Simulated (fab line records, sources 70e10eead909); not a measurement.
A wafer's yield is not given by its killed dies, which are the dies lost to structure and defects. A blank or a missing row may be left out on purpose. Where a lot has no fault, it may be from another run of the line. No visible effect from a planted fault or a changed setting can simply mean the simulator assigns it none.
fab line records	flow nand_harc
record lots=5	wafers=15	last_day=33
route steps=1302 shown THIN_TSV@1261 END@1301
lots that met no fault: from a run of the same line without faults
start_h: hours from the record's opening day to when the first of the lot's shown wafers began	wait_h: hours since the lot's step before	" the same as in the row above	L1.1+2: several wafers, shown together as one row	- no value present, or no start provided	* or withheld: withheld	< > ~ a bound
route shown NAME@n: a module of which the file shows steps, and the number in the route of the first	usual: average and standard deviation across the fault-free wafers	same: alike in all rows	chamber/n: place in a boat	sites: readings site by site	_std_site: standard deviation of those values	_edge_site: mean of outer sites minus mean of inner sites	radius_mm: for every site, how far away it sits from the centre of the wafer	mask NAME#n: copy n	behind: the most recent tool/chamber to have shaped the wafer	hold: why the lot was held/for how many hours/how that ended	device: the n, p or np transistor that did not switch	end of line: the same wafers' tests at the end of the route	where a step has no rows: the recipe by itself	killed: count of dies lost to structure and defects at first sort (not the wafer's yield)	map: shows each die of a wafer: x if killed, . if not, _ if none is there
set.NAME: the setting the step ran with; set.NAME@STEP: the setting that earlier step ran with	model.NAME: the simulator's own value behind a step, which no gauge read
lots at some steps of the route; a table a step, a row a wafer
services: the hour from which a tool's chamber was out of use, counted from the record's first day as start_h (under 0 if before that day), plus the number of hours and why
## steps
# step NHARC_THIN_TSV_DESCUM_14
# recipe time_s=3	o2_flow_sccm=200	ar_flow_sccm=0	bias_power_w=0	chemistry=O2
# step NHARC_THIN_TSV_ETCH_44
# recipe target_depth_a=15942	time_s=797.1	cf4_flow_sccm=150	o2_flow_sccm=10	ar_flow_sccm=0	rf_w=300	bias_w=800	chemistry=CF4/O2
# step NHARC_THIN_TSV_ETCH_15
# recipe target_depth_a=30000	bosch_target_overetch_cycles=2	bosch_etch_step_s=2.8	bosch_dep_step_s=1.2	bosch_cycles=14
# usual drypump_motor_current_A=5.4/0.5
# same bosch_dep_step_s=1.2
lot.wafer	tool	chamber	start_h	wait_h	drypump_motor_current_A	rf_hours_counter_h
L627.1	rie_si-02	2	578.88	-	5.1	0.48
L627.2	"	3	"	"	5.6	0.64
L627.5	"	2	"	"	5.1	-
L637.1	rie_si-03	2	642.33	-	6.5	0.46
L637.2	"	0	"	"	5.4	0.38
L637.6	"	1	"	"	5.5	-
L636.4	rie_si-03	1	654.48	-	5.5	0.45
L636.3	"	3	"	"	6.5	0.50
L636.5	"	1	"	"	5.5	-
L639.2	rie_si-06	1	668.70	-	5.5	0.31
L639.4	"	2	"	"	5.2	0.41
L639.3	"	3	"	"	4.7	0.43
L647.1	rie_si-02	0	767.21	0.7	5.0	0.77
L647.3	"	1	"	"	5.2	0.76
L647.4	"	3	"	"	5.6	0.75
# step NHARC_THIN_TSV_CD_MEAS_16
# usual cd_nm=999.3/2.3
lot.wafer	tool	chamber	start_h	wait_h	cd_nm
L627.1	cd_sem-03	-	579.01	0.1	1001.8
L627.2	"	-	"	"	996.8
L627.5	"	-	"	"	996.7
L637.1	cd_sem-02	-	642.46	0.1	997.8
L637.2	"	-	"	"	997.6
L637.6	"	-	"	"	1002.0
L636.3	cd_sem-02	-	654.62	0.1	997.6
L636.4	"	-	"	"	1002.4
L636.5	"	-	"	"	1001.4
L639.2	cd_sem-01	-	668.83	0.1	999.3
L639.3	"	-	"	"	997.2
L639.4	"	-	"	"	997.3
L647.1	cd_sem-03	-	767.35	0.1	1000.0
L647.3	"	-	"	"	998.4
L647.4	"	-	"	"	995.5
# step NHARC_THIN_TSV_STRIP_45
# recipe power_w=1500	temp_c=250	chemistry=O2
# step NHARC_THIN_TSV_STRIP_46
# recipe time_s=1200	temp_c=72.5	chemistry=post_etch_residue_remover
# step NHARC_THIN_TSV_DEP_47
# recipe target_thk_a=2000	temp_c=withheld	pressure_torr=6.5	rf_w=900	teos_flow_sccm=161.4	flow_sccm=2650	target_thk_nm=200	gas=O2	material=SiO2
# step NHARC_THIN_TSV_ETCHBACK_48
# recipe target_depth_a=10285	over_etch_frac=0.3	time_s=405.17	ion_energy_ev=250	c4f8_flow_sccm=withheld	ar_flow_sccm=withheld	rf_w=600	bias_w=300	chemistry=C4F8/Ar
# step NHARC_THIN_TSV_STRIP_62
# recipe power_w=1500	temp_c=250	time_s=20	chemistry=N2/H2
# step NHARC_THIN_TSV_DEGAS_49
# recipe temp_c=300	time_s=120
# step NHARC_THIN_TSV_PRE_CLEAN_50
# recipe time_s=30	temp_c=280	gas=H2/He
# usual heater_power_w=410/34	susceptor_temp_C=280.03/0.19
lot.wafer	tool	chamber	start_h	wait_h	heater_power_w	susceptor_temp_C
L627.1	pvd_sputter-02	-	-	-	409	279.84
L627.2	"	-	"	"	404	279.93
L627.5	"	-	"	"	411	279.78
L637.2	pvd_sputter-03	-	-	-	425	280.11
L637.1	"	-	"	"	409	280.46
L637.6	"	-	"	"	420	280.14
L636.4	pvd_sputter-02	-	-	-	380	280.35
L636.3	"	-	"	"	437	279.69
L636.5	"	-	"	"	382	279.93
L639.3	pvd_sputter-03	-	-	-	404	280.04
L639.4	"	-	"	"	357	280.17
L639.2	"	-	"	"	428	279.77
L647.4	pvd_sputter-02	-	-	-	389	279.75
L647.1	"	-	"	"	425	280.05
L647.3	"	-	"	"	402	279.71
# step NHARC_THIN_TSV_PVD_19
# recipe target_thk_a=200	chamber_pressure_pa=5	material=TaN
# usual throttle_valve_pct=30.4/1.2
lot.wafer	tool	chamber	start_h	wait_h	throttle_valve_pct
L627.1	pvd_sputter-02	-	-	-	29.5
L627.2	"	-	"	"	31.0
L627.5	"	-	"	"	28.9
L637.1	pvd_sputter-03	-	-	-	29.9
L637.2	"	-	"	"	30.1
L637.6	"	-	"	"	33.1
L636.4	pvd_sputter-02	-	-	-	29.6
L636.3	"	-	"	"	29.0
L636.5	"	-	"	"	29.6
L639.3	pvd_sputter-03	-	-	-	29.8
L639.4	"	-	"	"	29.9
L639.2	"	-	"	"	33.3
L647.3	pvd_sputter-02	-	-	-	31.5
L647.4	"	-	"	"	29.0
L647.1	"	-	"	"	30.5
# step NHARC_THIN_TSV_PVD_51
# recipe target_thk_a=1000	chamber_pressure_pa=5	material=Cu
# usual throttle_valve_pct=30.2/1.1
lot.wafer	tool	chamber	start_h	wait_h	throttle_valve_pct
L627.1	pvd_sputter-02	-	581.18	-	29.8
L627.2	"	-	"	"	28.5
L627.5	"	-	"	"	29.9
L637.1	pvd_sputter-03	-	644.69	-	30.0
L637.2	"	-	"	"	30.3
L637.6	"	-	"	"	33.0
L636.3	pvd_sputter-02	-	656.98	-	28.8
L636.4	"	-	"	"	31.3
L636.5	"	-	"	"	29.1
L639.2	pvd_sputter-03	-	670.92	-	29.8
L639.4	"	-	"	"	33.2
L639.3	"	-	"	"	29.7
L647.3	pvd_sputter-02	-	769.52	-	31.1
L647.4	"	-	"	"	29.4
L647.1	"	-	"	"	30.7
# step NHARC_THIN_TSV_ECD_20
# recipe target_thk_a=20000	material=Cu
# step NHARC_THIN_TSV_ANNEAL_52
# recipe temp_c=225	time_s=90
# step NHARC_THIN_TSV_CMP_21
# recipe t_overpolish_s=30	target_thk_nm=2000
# step NHARC_THIN_TSV_SRD_23
# step NHARC_THIN_TSV_DEGAS_53
# recipe temp_c=300	time_s=60
# step NHARC_THIN_TSV_PRE_CLEAN_54
# recipe time_s=30	temp_c=280	gas=H2/He
# step NHARC_THIN_TSV_PVD_55
# recipe target_thk_a=500	material=TiN
# step NHARC_THIN_TSV_PVD_24
# recipe target_thk_a=8000	power_w=withheld	chamber_pressure_pa=withheld	substrate_temp_c=withheld	time_s=withheld	gas=Ar	material=Al
# step NHARC_THIN_TSV_DEHYDRATE_25
# recipe temp_c=150	time_s=120
# step NHARC_THIN_TSV_HMDS_26
# recipe time_s=30
# step NHARC_THIN_TSV_COAT_27
# recipe spin_rpm=*
# step NHARC_THIN_TSV_SOFTBAKE_28
# recipe temp_c=122	time_s=95
# step NHARC_THIN_TSV_EBR_29
# step NHARC_THIN_TSV_EXPOSE_30
# recipe na=0.55	dose_mj=11.47	mask_id=PAD
# step NHARC_THIN_TSV_PEB_31
# recipe peb_temp_c=118	peb_time_s=85
# step NHARC_THIN_TSV_DEVELOP_32
# recipe time_s=70
# step NHARC_THIN_TSV_CD_MEAS_33
# recipe target_cd_nm=5000	landing_energy_ev=500
# usual cd_nm=4998.6/2.5
lot.wafer	tool	chamber	start_h	wait_h	cd_nm
L627.1	cd_sem-03	0	584.07	-	5005.9
L627.2	"	0	"	"	5002.1
L627.5	"	0	"	"	5001.6
L637.1	cd_sem-01	0	647.40	-	4998.3
L637.2	"	0	"	"	5001.7
L637.6	"	0	"	"	5000.1
L636.3	cd_sem-01	0	659.71	-	4999.2
L636.4	"	0	"	"	5002.5
L636.5	"	0	"	"	4994.9
L639.2	cd_sem-02	0	673.78	-	4996.9
L639.3	"	0	"	"	4998.5
L639.4	"	0	"	"	4997.5
L647.1	cd_sem-03	0	772.26	-	4999.6
L647.3	"	0	"	"	4996.0
L647.4	"	0	"	"	4994.9
# step NHARC_THIN_TSV_HARDBAKE_34
# recipe temp_c=125	time_s=80
# step NHARC_THIN_TSV_DESCUM_35
# recipe time_s=3	o2_flow_sccm=200	ar_flow_sccm=0	bias_power_w=0	chemistry=O2
# usual drypump_motor_current_A=5.80/0.29	oes_product_au=1.001/0.013	rf_vpp_V=57.8/0.91	showerhead_plenum_p_Torr=1.91/0.078	throttle_valve_pct=11.312/0.0097
lot.wafer	tool	chamber	start_h	wait_h	drypump_motor_current_A	oes_product_au	rf_hours_counter_h	rf_vpp_V	showerhead_plenum_p_Torr	throttle_valve_pct
L627.1	rie_diel-03	1	584.24	-	6.08	0.992	6	57.9	1.94	11.309
L627.2	"	3	"	"	5.72	1.002	6	58.2	1.92	11.312
L627.5	"	3	"	"	5.72	0.997	-	57.4	1.92	11.309
L637.2	rie_diel-08	3	647.58	-	5.31	0.995	8	58.1	1.78	11.297
L637.1	"	0	"	"	5.88	0.998	7	56.8	1.80	11.293
L637.6	"	3	"	"	5.34	0.982	-	56.3	1.78	11.315
L636.3	rie_diel-08	0	659.87	-	5.89	1.009	8	58.5	1.80	11.308
L636.4	"	2	"	"	5.71	1.001	7	56.6	1.80	11.292
L636.5	"	1	"	"	5.46	1.007	-	58.5	1.94	11.309
L639.2	rie_diel-09	2	673.94	-	6.12	0.993	14	59.2	2.00	11.311
L639.4	"	3	"	"	6.10	1.002	3	58.4	2.06	11.308
L639.3	"	0	"	"	5.43	1.004	13	58.3	1.91	11.309
L647.4	rie_diel-08	3	772.43	-	5.31	0.989	2	58.0	1.78	11.315
L647.3	"	0	"	"	5.89	1.012	2	58.2	1.80	11.314
L647.1	"	1	"	"	5.47	1.019	2	58.6	1.93	11.310
# step NHARC_THIN_TSV_ETCH_59
# recipe target_depth_a=8800	icp_w=900	bias_w=100	Cl2_flow_sccm=60	bcl3_flow_sccm=30	time_s=138.1	chemistry=Cl2/BCl3
# step NHARC_THIN_TSV_ETCH_36
# recipe target_depth_a=650	over_etch_frac=0.3	time_s=18.571	ion_energy_ev=150	chemistry=Cl2/BCl3
# usual drypump_motor_current_A=5.6/0.41	oes_product_au=1.001/0.011
lot.wafer	tool	chamber	start_h	wait_h	drypump_motor_current_A	oes_product_au	rf_hours_counter_h
L627.2	rie_metal-01	1	584.65	0.2	5.1	0.988	0.2
L627.1	"	0	"	"	6.0	1.007	0.2
L627.5	"	1	"	"	5.1	0.993	-
L637.2	rie_metal-03	1	647.97	0.2	6.2	0.999	2.1
L637.1	"	0	"	"	5.4	0.989	2.1
L637.6	"	1	"	"	6.2	0.999	-
L636.3	rie_metal-01	1	660.27	0.1	5.1	0.987	-
L636.4	"	0	"	"	6.1	1.003	-
L636.5	"	1	"	"	5.1	0.987	-
L639.2	rie_metal-02	1	674.33	0.2	5.2	1.006	0.7
L639.3	"	0	"	"	5.9	0.998	-
L639.4	"	1	"	"	5.2	1.009	-
L647.1	rie_metal-01	0	772.81	0.2	6.0	1.026	0.2
L647.4	"	1	"	"	5.1	1.005	-
L647.3	"	0	"	"	6.0	1.022	-
# step NHARC_THIN_TSV_STRIP_56
# recipe power_w=1500	temp_c=250	chemistry=O2
# step NHARC_THIN_TSV_STRIP_57
# recipe time_s=1200	temp_c=72.5	chemistry=post_etch_residue_remover
# step NHARC_THIN_TSV_CD_MEAS_37
# usual cd_nm=4998/3.7
lot.wafer	tool	chamber	start_h	wait_h	cd_nm
L627.1	cd_sem-02	-	585.54	-	5008
L627.2	"	-	"	"	5001
L627.5	"	-	"	"	4999
L637.1	cd_sem-03	-	648.87	-	4996
L637.2	"	-	"	"	5000
L637.6	"	-	"	"	5004
L636.3	cd_sem-01	-	661.15	-	4996
L636.4	"	-	"	"	5003
L636.5	"	-	"	"	4997
L639.2	cd_sem-01	-	675.22	-	4997
L639.3	"	-	"	"	4996
L639.4	"	-	"	"	4996
L647.1	cd_sem-02	-	773.71	-	4999
L647.3	"	-	"	"	4991
L647.4	"	-	"	"	4989
# step NHARC_THIN_TSV_ANNEAL_58
# recipe temp_c=400	time_s=1800
# step NHARC_END_WLT_00
# usual VT_DECK1_BOTTOM=0.871/0.0067	VT_DECK1_BOTTOM_INNER=0.871/0.0073	VT_DECK1_MEDIAN_NEAR_BOTTOM=0.872/0.0071	VT_DECK1_MEDIAN_NEAR_BOTTOM_INNER=0.872/0.0073	VT_DECK1_MIDDLE=0.885/0.0058	VT_DECK1_MIDDLE_INNER=0.885/0.0063	VT_DECK1_TOP=0.897/0.0061	VT_DECK1_TOP_INNER=0.897/0.0062	VT_DECK2_BOTTOM=0.869/0.0078	VT_DECK2_BOTTOM_INNER=0.868/0.0078	VT_DECK2_MEDIAN_NEAR_BOTTOM=0.870/0.007	VT_DECK2_MEDIAN_NEAR_BOTTOM_INNER=0.871/0.0079	VT_DECK2_MIDDLE=0.883/0.007	VT_DECK2_MIDDLE_INNER=0.884/0.0064	VT_DECK2_TOP=0.896/0.0062	VT_DECK2_TOP_INNER=0.896/0.0067
lot.wafer	tool	chamber	start_h	wait_h	hold	VT_DECK1_BOTTOM	VT_DECK1_BOTTOM_INNER	VT_DECK1_MEDIAN_NEAR_BOTTOM	VT_DECK1_MEDIAN_NEAR_BOTTOM_INNER	VT_DECK1_MIDDLE	VT_DECK1_MIDDLE_INNER	VT_DECK1_TOP	VT_DECK1_TOP_INNER	VT_DECK2_BOTTOM	VT_DECK2_BOTTOM_INNER	VT_DECK2_MEDIAN_NEAR_BOTTOM	VT_DECK2_MEDIAN_NEAR_BOTTOM_INNER	VT_DECK2_MIDDLE	VT_DECK2_MIDDLE_INNER	VT_DECK2_TOP	VT_DECK2_TOP_INNER
L627.1	prober-02	-	609.31	19.2	-	0.883	0.882	0.883	0.885	0.884	0.890	0.902	0.902	0.872	0.862	0.869	0.867	0.887	0.881	0.903	0.902
L627.2	"	-	"	"	-	0.886	0.874	0.877	0.877	0.892	0.893	0.904	0.901	0.861	0.869	0.869	0.869	0.894	0.880	0.899	0.904
L627.5	"	-	611.29	21.1	-	0.869	0.872	0.886	0.873	0.893	0.880	0.898	0.898	0.875	0.876	0.871	0.867	0.882	0.893	0.897	0.896
L637.1	prober-02	-	659.55	7.9	-	0.874	0.868	0.873	0.885	0.900	0.892	0.902	0.910	0.865	0.869	0.878	0.870	0.879	0.880	0.900	0.896
L637.2	"	-	"	"	-	0.864	0.860	0.872	0.874	0.894	0.887	0.902	0.902	0.861	0.866	0.867	0.872	0.882	0.884	0.900	0.894
L637.6	"	-	662.03	10.4	-	0.872	0.866	0.873	0.878	0.888	0.886	0.901	0.888	0.869	0.869	0.871	0.867	0.889	0.882	0.894	0.900
L636.3	prober-02	-	668.20	1.1	-	0.883	0.874	0.880	0.879	0.884	0.888	0.900	0.892	0.863	0.870	0.863	0.862	0.878	0.876	0.892	0.896
L636.4	"	-	"	"	-	0.855	0.862	0.862	0.869	0.886	0.880	0.893	0.898	0.878	0.873	0.872	0.880	0.887	0.889	0.893	0.900
L636.5	"	-	"	"	-	0.877	0.871	0.874	0.879	0.885	0.885	0.895	0.896	0.879	0.870	0.868	0.876	0.888	0.884	0.892	0.897
L639.2	prober-02	-	686.60	5.3	await_dispo/4.7h/release	0.864	0.866	0.861	0.865	0.881	0.884	0.897	0.894	0.862	0.864	0.858	0.857	0.874	0.868	0.887	0.882
L639.3	"	-	"	"	await_dispo/0.2h/release	0.870	0.865	0.867	0.867	0.881	0.881	0.900	0.904	0.848	0.855	0.851	0.859	0.867	0.868	0.880	0.884
L639.4	"	-	"	"	await_dispo/0.2h/release	0.864	0.873	0.868	0.872	0.874	0.874	0.888	0.898	0.861	0.856	0.865	0.853	0.871	0.876	0.880	0.885
L639.2	prober-02	-	689.83	2.7	await_dispo/0.2h/release	0.871	0.859	0.867	0.870	0.884	0.881	0.892	0.896	0.864	0.853	0.860	0.865	0.880	0.872	0.885	0.879
L639.3	"	-	"	"	-	0.868	0.865	0.868	0.879	0.883	0.889	0.889	0.901	0.846	0.845	0.848	0.851	0.872	0.867	0.880	0.885
L639.4	"	-	"	"	-	0.868	0.866	0.869	0.872	0.887	0.885	0.896	0.895	0.860	0.857	0.855	0.860	0.874	0.874	0.887	0.888
L647.1	prober-01	-	782.97	0.0	-	0.866	0.867	0.873	0.869	0.880	0.877	0.894	0.892	0.883	0.879	0.875	0.870	0.890	0.892	0.896	0.900
L647.3	"	-	783.97	1.0	-	0.881	0.866	0.871	0.871	0.884	0.886	0.890	0.891	0.884	0.883	0.883	0.883	0.896	0.903	0.900	0.906
L647.4	"	-	"	"	-	0.869	0.868	0.863	0.866	0.878	0.879	0.896	0.897	0.872	0.875	0.876	0.872	0.885	0.886	0.897	0.906
# step NHARC_END_SORT_01
# recipe temp_c=25
# usual defect_limited_yield=92.4/2.2	killed_at_array=46/15	killed_at_other=1.0/1.3	killed_at_periphery=4/3	killed_dies=51/15	killed_open=3.2/1.8	killed_short=2.5/1.5	sort_bin_2_pct=2.7/1.1	sort_bin_3_pct=0.6/0.34	sort_bin_4_pct=4.3/1.3	sort_n_pass=626/15	sort_rim_yield_pct=89/4.4	sort_yield_pct=92.4/2.2
# same gross_dies=677	sort_bin_5_pct[%]=0	sort_bin_6_pct[%]=0	sort_bin_7_pct[%]=0	sort_bin_8_pct[%]=0	sort_rim_n_gross=106.00
lot.wafer	tool	chamber	start_h	wait_h	hold	defect_limited_yield[%]	killed_at_array	killed_at_other	killed_at_periphery	killed_dies	killed_open	killed_short	sort_bin_2_pct[%]	sort_bin_3_pct[%]	sort_bin_4_pct[%]	sort_n_pass	sort_rim_yield_pct[%]	sort_yield_pct[%]
L627.1	prober-02	0	612.28	2.5	-	94.8	31	2	2	35	1	3	1.3	0.4	3.4	642	88	94.8
L627.2	prober-02	0	613.08	2.8	-	91.4	56	1	1	58	3	1	2.8	1.2	4.6	619	98	91.4
L627.5	prober-02	0	615.48	3.7	-	90.3	64	1	1	66	4	2	4.3	0.4	5.0	611	93	90.3
L637.1	prober-02	0	662.53	2.5	-	95.4	27	0	4	31	6	3	1.8	0.6	2.2	646	92	95.4
L637.2	prober-02	0	663.31	2.8	-	96.9	18	1	2	21	2	2	0.7	0.1	2.2	656	94	96.9
L637.6	prober-02	0	666.42	3.9	-	94.7	34	0	2	36	7	6	1.5	0.6	3.2	641	92	94.7
L636.3	prober-02	0	671.80	3.1	-	92.0	49	0	5	54	4	8	3.0	0.3	4.7	623	97	92.0
L636.4	prober-02	0	672.60	3.4	-	92.6	35	1	14	50	5	4	1.6	0.7	5.0	627	88	92.6
L636.5	prober-02	0	673.40	3.7	-	90.0	59	2	7	68	2	4	3.8	0.9	5.3	609	94	90.0
L639.2	prober-01	0	695.08	4.7	await_dispo/7.3h/release	82.6	33	82	3	118	1	1	8.6	2.5	6.4	559	86	82.6
L639.3	prober-01	0	695.88	5.0	await_dispo/7.3h/release	85.2	39	59	2	100	4	1	5.6	2.8	6.4	577	80	85.2
L639.4	prober-01	0	696.69	5.3	await_dispo/7.3h/release	83.6	49	59	3	111	3	5	8.0	3.0	5.5	566	76	83.6
L647.1	prober-01	0	785.97	2.5	-	94.4	35	1	2	38	2	2	1.6	0.4	3.5	639	98	94.4
L647.3	prober-01	0	787.56	3.1	-	95.0	27	0	7	34	5	3	1.0	0.1	3.8	643	93	95.0
L647.4	prober-01	0	788.36	3.4	-	94.2	34	2	3	39	7	2	1.5	0	4.3	638	92	94.2
# killed by level:class
L627.1 A_CHANNEL_HOLE_D2:chamber_film_flake=11 A_CHANNEL_HOLE_D1:chamber_film_flake=10 A_STAIRCASE:chamber_film_flake=3 THIN_TSV:chamber_film_flake=2 A_WL_FILL:chamber_film_flake=2 A_CONTACT:chamber_film_flake=2 P_GATE:geometric_particle:open=1 A_CHANNEL_FILL_D1:geometric_particle:short=1
L627.2 A_CHANNEL_HOLE_D2:chamber_film_flake=26 A_CHANNEL_HOLE_D1:chamber_film_flake=20 A_WL_FILL:chamber_film_flake=5 A_CONTACT:chamber_film_flake=2 P_CONTACT:geometric_particle:open=1 A_CHANNEL_HOLE_D1:geometric_particle:open=1 A_ONON_D2:geometric_particle:open=1 A_WL_FILL:geometric_particle:short=1
L627.5 A_CHANNEL_HOLE_D1:chamber_film_flake=28 A_CHANNEL_HOLE_D2:chamber_film_flake=22 A_CONTACT:chamber_film_flake=7 P_STI:geometric_particle:short=1 A_SOURCE_PLATE:geometric_particle:short=1 A_ONON_D1:geometric_particle:open=1 A_CHANNEL_FILL_D1:geometric_particle:open=1 A_CONTACT:geometric_particle:open=1
L637.1 A_CHANNEL_HOLE_D2:chamber_film_flake=6 A_SLIT:chamber_film_flake=6 A_CHANNEL_HOLE_D1:chamber_film_flake=4 A_M1:geometric_particle:open=3 P_GATE:geometric_particle:short=1 P_CONTACT:geometric_particle:open=1 A_ONON_D2:geometric_particle:short=1 A_SGD_CUT:geometric_particle:open=1
L637.2 A_CHANNEL_HOLE_D2:chamber_film_flake=10 A_CHANNEL_HOLE_D1:chamber_film_flake=6 P_GATE:geometric_particle:open=1 P_M1:geometric_particle:short=1 A_ONON_D1:geometric_particle:open=1 STARTING-WAFER:geometric_particle:short=1 A_CONTACT:chamber_film_flake=1
L637.6 A_CHANNEL_HOLE_D2:chamber_film_flake=12 A_CHANNEL_HOLE_D1:chamber_film_flake=5 A_ONON_D1:geometric_particle:short=3 A_STAIRCASE:chamber_film_flake=3 A_SLIT:chamber_film_flake=3 A_ONON_D2:geometric_particle:open=2 P_CONTACT:geometric_particle:short=1 P_M1:geometric_particle:open=1
L636.3 A_CHANNEL_HOLE_D1:chamber_film_flake=30 P_BONDPAD:chamber_film_flake=3 A_ONON_D1:geometric_particle:short=2 A_WL_FILL:geometric_particle:open=2 P_STI:chamber_film_flake=2 A_SLIT:chamber_film_flake=2 A_SOURCE_PLATE:geometric_particle:open=1 A_SOURCE_PLATE:geometric_particle:short=1
L636.4 A_CHANNEL_HOLE_D1:chamber_film_flake=15 A_SLIT:chamber_film_flake=4 P_BONDPAD:chamber_film_flake=4 A_CHANNEL_FILL_D2:chamber_film_flake=4 P_STI:chamber_film_flake=3 A_CHANNEL_HOLE_D2:chamber_film_flake=3 A_CONTACT:chamber_film_flake=3 P_M0:geometric_particle:open=2
L636.5 A_CHANNEL_HOLE_D1:chamber_film_flake=32 A_SLIT:chamber_film_flake=9 A_CONTACT:chamber_film_flake=7 P_BONDPAD:chamber_film_flake=4 A_CHANNEL_FILL_D1:chamber_film_flake=2 A_DECK1_JOINT:chamber_film_flake=2 A_CHANNEL_FILL_D2:chamber_film_flake=2 P_M0:geometric_particle:short=1
L639.2 THIN_TSV:unspecified=82 A_SLIT:chamber_film_flake=17 A_CHANNEL_HOLE_D1:chamber_film_flake=5 A_CONTACT:chamber_film_flake=5 A_CHANNEL_FILL_D2:chamber_film_flake=4 P_STI:geometric_particle:open=1 P_M1:geometric_particle:short=1 P_ZERO_WELL:chamber_film_flake=1
L639.3 THIN_TSV:unspecified=59 A_SLIT:chamber_film_flake=17 A_CONTACT:chamber_film_flake=13 A_CHANNEL_HOLE_D1:chamber_film_flake=3 A_BLC:geometric_particle:open=2 P_BONDPAD:chamber_film_flake=2 A_CHANNEL_FILL_D2:geometric_particle:short=1 A_CHANNEL_FILL_D2:geometric_particle:open=1
L639.4 THIN_TSV:unspecified=57 A_SLIT:chamber_film_flake=25 A_CONTACT:chamber_film_flake=9 P_BONDPAD:chamber_film_flake=3 A_CHANNEL_FILL_D2:chamber_film_flake=3 A_CHANNEL_HOLE_D1:geometric_particle:short=2 A_M0:geometric_particle:open=2 A_CHANNEL_HOLE_D1:chamber_film_flake=2
L647.1 A_CONTACT:chamber_film_flake=14 A_SLIT:chamber_film_flake=8 A_BONDPAD:chamber_film_flake=4 A_ZERO_WELL:chamber_film_flake=3 A_M1:geometric_particle:short=2 A_M0:chamber_film_flake=2 P_M0:geometric_particle:open=1 A_SOURCE_PLATE:geometric_particle:open=1
L647.3 A_CONTACT:chamber_film_flake=7 A_SLIT:chamber_film_flake=6 A_BONDPAD:chamber_film_flake=3 P_M0:geometric_particle:open=2 A_M0:geometric_particle:open=2 P_ZERO_WELL:chamber_film_flake=2 A_ZERO_WELL:chamber_film_flake=2 A_CHANNEL_HOLE_D1:chamber_film_flake=2
L647.4 A_CONTACT:chamber_film_flake=11 A_SLIT:chamber_film_flake=7 A_BONDPAD:chamber_film_flake=5 THIN_TSV:chamber_film_flake=2 P_M0:geometric_particle:open=1 A_SOURCE_PLATE:geometric_particle:open=1 A_CHANNEL_HOLE_D1:geometric_particle:open=1 A_CHANNEL_FILL_D1:geometric_particle:open=1
# map L639.2 (x killed, . not)
____________.____________
_________......._________
_______..........._______
______.............______
_____..............._____
____................x____
____.x...............____
___................x..___
___.............x...xx___
__................xx.x.__
__..............xxxxx.x__
_...............xxxxxxx._
_........x......xxxxxxx._
_.............xxxxxxxxx._
_............x.xxxxxxxxx_
_.....x...x....xxxxxxxx._
...............xxxxxxx...
...............xxxxxxx.xx
.........x.....xxxxxxxx..
.................xxxx.x.x
...................xxxx..
_......................x_
_....................xxx_
_....................xxx_
_....................xxx_
_...................xxx._
__........x.....x....x.__
__.......x...........xx__
___...................___
___...................___
____.................____
____.x...............____
_____.....x........._____
______....x........______
_______....x....x._______
_________......._________
____________.____________
# map L637.6 (x killed, . not)
____________.____________
_________......._________
_______..........._______
______.......x.x...______
_____..............._____
____.................____
____.................____
___...x...............___
___...................___
__.....................__
__...................x.__
_......................._
_................x......_
_......................._
_......................._
_..x..................x._
..........x..........xxxx
...x......x...........xxx
.x...................x.xx
.....................xxxx
......................x.x
_......................._
_..x...................x_
_......................._
_......................._
_......................._
__x.......x...........x__
__...x.................__
___...................___
___............x......___
____.................____
____.................____
_____...x..........._____
______.............______
_______..........._______
_________.x....._________
____________.____________
## services
tool	chamber	start_h	hours	kind
rie_diel-09	3	572.76	89.2	repair
rie_metal-01	-	575.00	9.0	pm
rie_si-03	-	575.00	9.0	pm
rie_metal-03	-	578.98	1.8	repair
rie_si-02	2	584.53	2.0	repair
pvd_sputter-03	-	594.18	1.0	repair
rie_diel-09	2	596.22	4.0	repair
rie_diel-09	1	599.94	2.4	repair
rie_si-06	-	603.00	9.0	pm
rie_diel-08	2	610.55	16.5	repair
rie_si-06	3	616.61	6.3	repair
rie_metal-02	-	631.00	9.0	pm
rie_si-02	-	631.00	9.0	pm
rie_diel-08	1	632.83	15.1	repair
pvd_sputter-02	-	642.92	10.0	pm
pvd_sputter-03	-	662.63	1.1	repair
rie_si-02	-	675.93	0.8	repair
rie_diel-08	0	689.96	8.1	repair
pvd_sputter-03	-	704.00	10.0	pm
rie_diel-08	-	721.80	9.0	pm
pvd_sputter-03	-	737.00	9.2	repair
rie_diel-08	3	739.87	9.5	repair
rie_metal-01	-	752.00	9.0	pm
rie_si-03	-	752.00	9.0	pm
## key
first_sign step=NHARC_END_SORT_01	reading=killed_at_other	direction=up	sigmas=50	usual=1.0	struck=66.7
effect step=NHARC_END_SORT_01	reading=killed_dies	direction=up	sigmas=4	usual=51	struck=110
more_kills_born_at NHARC_THIN_TSV_PVD_51@pvd_sputter-03=198
met_at NHARC_THIN_TSV_PVD_51
struck_wafers L639.2,L639.3,L639.4
onset_between 644.69 670.92
also_fits NHARC_THIN_TSV_ETCH_15:rie_si-06,NHARC_THIN_TSV_PRE_CLEAN_50:pvd_sputter-03,NHARC_THIN_TSV_PVD_19:pvd_sputter-03,NHARC_THIN_TSV_DESCUM_35:rie_diel-09
fault kind=chamber_particle_source	tool=pvd_sputter-03	chamber=-	onset_h=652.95	steps=NHARC_THIN_TSV_PVD_51	rate_per_visit_cm2=0.59016	end_h=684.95
